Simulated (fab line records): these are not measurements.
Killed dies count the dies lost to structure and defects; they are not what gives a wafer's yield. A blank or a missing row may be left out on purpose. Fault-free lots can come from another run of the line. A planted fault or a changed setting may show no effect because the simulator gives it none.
The tool behind it: which one? / flow n5_finfet / Sampling: 13 lots, 38 wafers, 3 of 1938 route steps

== WHAT THE GAUGES SHOWED, per wafer ==
N5_BEOL_M8_OCD_MEAS_38. Usual: 94.6 nm for trench_depth_nm, sd 1.5.
lot=L245; measured=day 9 16:38; on=ocd-02; trench_depth_nm (nm)=93.5 95.9 93.3; flag=
lot=L246; measured=day 9 17:35; on=ocd-02; trench_depth_nm (nm)=95.4 97.1 95.2; flag=
lot=L249; measured=day 10 04:16; on=ocd-01; trench_depth_nm (nm)=99.4 97.3 93.8; flag=
lot=L247; measured=day 10 12:53; on=ocd-02; trench_depth_nm (nm)=95.8 95.0 95.7; flag=
lot=L252; measured=day 10 18:29; on=ocd-01; trench_depth_nm (nm)=93.8 94.7 94.4; flag=
lot=L251; measured=day 10 22:10; on=ocd-01; trench_depth_nm (nm)=94.0 92.7 93.2; flag=
lot=L253; measured=day 11 07:41; on=ocd-01; trench_depth_nm (nm)=96.0 94.6; flag=
lot=L254; measured=day 11 13:04; on=ocd-02; trench_depth_nm (nm)=95.4 95.8 95.5; flag=
lot=L255; measured=day 11 20:13; on=ocd-02; trench_depth_nm (nm)=97.6 95.3 95.5; flag=
lot=L258; measured=day 12 08:23; on=ocd-02; trench_depth_nm (nm)=94.1 95.8 94.9; flag=
lot=L257; measured=day 12 18:56; on=ocd-02; trench_depth_nm (nm)=96.0 95.9 96.1; flag=
lot=L261; measured=day 13 09:05; on=ocd-02; trench_depth_nm (nm)=93.9 94.0 96.7; flag=
lot=L266; measured=day 14 15:40; on=ocd-02; trench_depth_nm (nm)=93.0 94.1 93.6; flag=

N5_BEOL_M8_RS_MEAS_57: measurement is done with a four-point probe. Usual: M8_RS 0.280 ohm/sq, standard deviation 0.0078.
lot=L245; measured=day 9 20:10; on=film_metro-02; M8_RS (ohm/sq)=0.281 0.272 0.282; flag=
lot=L246; measured=day 9 21:06; on=film_metro-01; M8_RS (ohm/sq)=0.284 0.268 0.271; flag=
lot=L249; measured=day 10 08:47; on=film_metro-02; M8_RS (ohm/sq)=0.257 0.269 0.281; flag=
lot=L247; measured=day 10 16:22; on=film_metro-01; M8_RS (ohm/sq)=0.275 0.284 0.273; flag=
lot=L252; measured=day 10 21:07; on=film_metro-02; M8_RS (ohm/sq)=0.275 0.274 0.278; flag=
lot=L251; measured=day 11 00:43; on=film_metro-01; M8_RS (ohm/sq)=0.281 0.286 0.289; flag=
lot=L253; measured=day 11 11:14; on=film_metro-02; M8_RS (ohm/sq)=0.270 0.282; flag=
lot=L254; measured=day 11 16:07; on=film_metro-02; M8_RS (ohm/sq)=0.277 0.281 0.274; flag=
lot=L255; measured=day 11 23:46; on=film_metro-01; M8_RS (ohm/sq)=0.275 0.279 0.277; flag=
lot=L258; measured=day 12 12:33; on=film_metro-01; M8_RS (ohm/sq)=0.278 0.276 0.276; flag=
lot=L257; measured=day 12 22:49; on=film_metro-01; M8_RS (ohm/sq)=0.272 0.272 0.275; flag=
lot=L261; measured=day 13 11:19; on=film_metro-02; M8_RS (ohm/sq)=0.283 0.289 0.279; flag=
lot=L266; measured=day 14 18:31; on=film_metro-02; M8_RS (ohm/sq)=0.284 0.290 0.292; flag=

N5_BEOL_M8_INSPECT_58: inspects for defects (darkfield). Usual: 75 for raw_defect_count, sd 27.
lot=L245; measured=day 9 20:11; on=defect_inspect-01; raw_defect_count=47 60 55; flag=
lot=L246; measured=day 9 21:08; on=defect_inspect-02; raw_defect_count=165 108 114; flag=
lot=L249; measured=day 10 08:48; on=defect_inspect-02; raw_defect_count=77 41 93; flag=
lot=L247; measured=day 10 16:24; on=defect_inspect-01; raw_defect_count=54 56 42; flag=
lot=L252; measured=day 10 21:09; on=defect_inspect-02; raw_defect_count=97 81 101; flag=
lot=L251; measured=day 11 00:45; on=defect_inspect-01; raw_defect_count=80 63 91; flag=
lot=L253; measured=day 11 11:16; on=defect_inspect-01; raw_defect_count=71 60; flag=
lot=L254; measured=day 11 16:08; on=defect_inspect-01; raw_defect_count=81 90 61; flag=
lot=L255; measured=day 11 23:47; on=defect_inspect-01; raw_defect_count=66 46 44; flag=
lot=L258; measured=day 12 12:35; on=defect_inspect-02; raw_defect_count=72 63 65; flag=
lot=L257; measured=day 12 22:50; on=defect_inspect-02; raw_defect_count=103 83 88; flag=
lot=L261; measured=day 13 11:20; on=defect_inspect-01; raw_defect_count=35 58 49; flag=
lot=L266; measured=day 14 18:32; on=defect_inspect-02; raw_defect_count=70 70 102; flag=

== EACH LOT AND THE TOOL THAT RAN IT (in order: tool; ch and the chambers of the sampled wafers; start) ==
There is no process step in the record ahead of these readings.

== AS READ BY THE TOOLS THEMSELVES (means over the sampled wafers that have a number; for cases with no such wafer, the mark the record gives instead) ==
The record holds no such reading with a usual standard deviation.

== THE ANSWER, worked out from the rows above alone ==
Rule: a lot counts as off when the mean over its wafers that have a number is more than 3 standard deviations away from the usual mean. A lot without any number at a reading at which 4 lots or more have one is off too. All remaining lots with rows at the step are treated as sound. After the gauges, taken in route order, come the tools' own readings; for these a lot's mean is taken, as printed above. At the first step where some lot is off, the reading lying furthest off is the one used; lots without a number count as furthest.
Across all readings shown, no lot is off: no conclusion can be drawn from this.

== WHAT THE SIMULATOR HAD PUT IN ==
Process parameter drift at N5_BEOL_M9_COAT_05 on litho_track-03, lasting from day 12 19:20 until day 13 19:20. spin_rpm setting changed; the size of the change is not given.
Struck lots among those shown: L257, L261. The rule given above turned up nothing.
